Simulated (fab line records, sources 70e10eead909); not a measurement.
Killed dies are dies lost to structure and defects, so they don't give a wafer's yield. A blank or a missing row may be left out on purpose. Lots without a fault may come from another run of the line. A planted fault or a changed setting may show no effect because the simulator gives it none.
One fault seen from 2 desks | flow nand_harc | each desk has only its own numbers; what lay behind them comes last

THE METROLOGY DESK
What the gauges read, lot by lot, whatever tool the lot ran on: means of the sampled wafers that have a number. A lot is out of limits, marked OUT, if its mean lies more than 4 standard deviations from the usual mean; the brackets give that distance.
Columns: A = cd_nm at NHARC_A_CONTACT_CD_MEAS_15, usual 90.1 nm
lot  | first seen here | A
L183 | day 17 07:46    | 90.0
L185 | day 18 16:07    | 90.3
L189 | day 19 11:17    | 90.0
L192 | day 20 08:17    | 89.8
L201 | day 22 04:34    | 89.7
L203 | day 22 14:28    | 90.1
This desk's finding: nothing out of limits on any of the 6 lots.

THE TOOL OWNER'S DESK: ald_metal-03
The tool's own readings at NHARC_A_CONTACT_ALD_18 (deposits TiN, target thk 3 nm, pulse time 1 s, ald cycles 150): means of the sampled wafers that have a number, for each lot that ran on this tool. A lot is out of limits, marked OUT, if its mean lies more than 4 standard deviations from the usual mean; the brackets give that distance.
Columns: A = heater_power_w at NHARC_A_CONTACT_ALD_18, usual 1099 W; B = precursor_pulse_height_rel at NHARC_A_CONTACT_ALD_18, usual 1.001
lot  | first seen here | A    | B
L183 | day 17 08:43    | 1107 | 0.996
L185 | day 18 17:04    | 1124 | 1.011
L189 | day 19 12:18    | 1080 | 0.973
L192 | day 20 09:43    | 1076 | 1.011
This desk's finding: nothing out of limits on any of the 4 lots.

PUT TOGETHER
The metrology desk saw nothing out of limits.
The tool owner's desk saw nothing out of limits.

WHAT THE SIMULATOR HAD PUT IN
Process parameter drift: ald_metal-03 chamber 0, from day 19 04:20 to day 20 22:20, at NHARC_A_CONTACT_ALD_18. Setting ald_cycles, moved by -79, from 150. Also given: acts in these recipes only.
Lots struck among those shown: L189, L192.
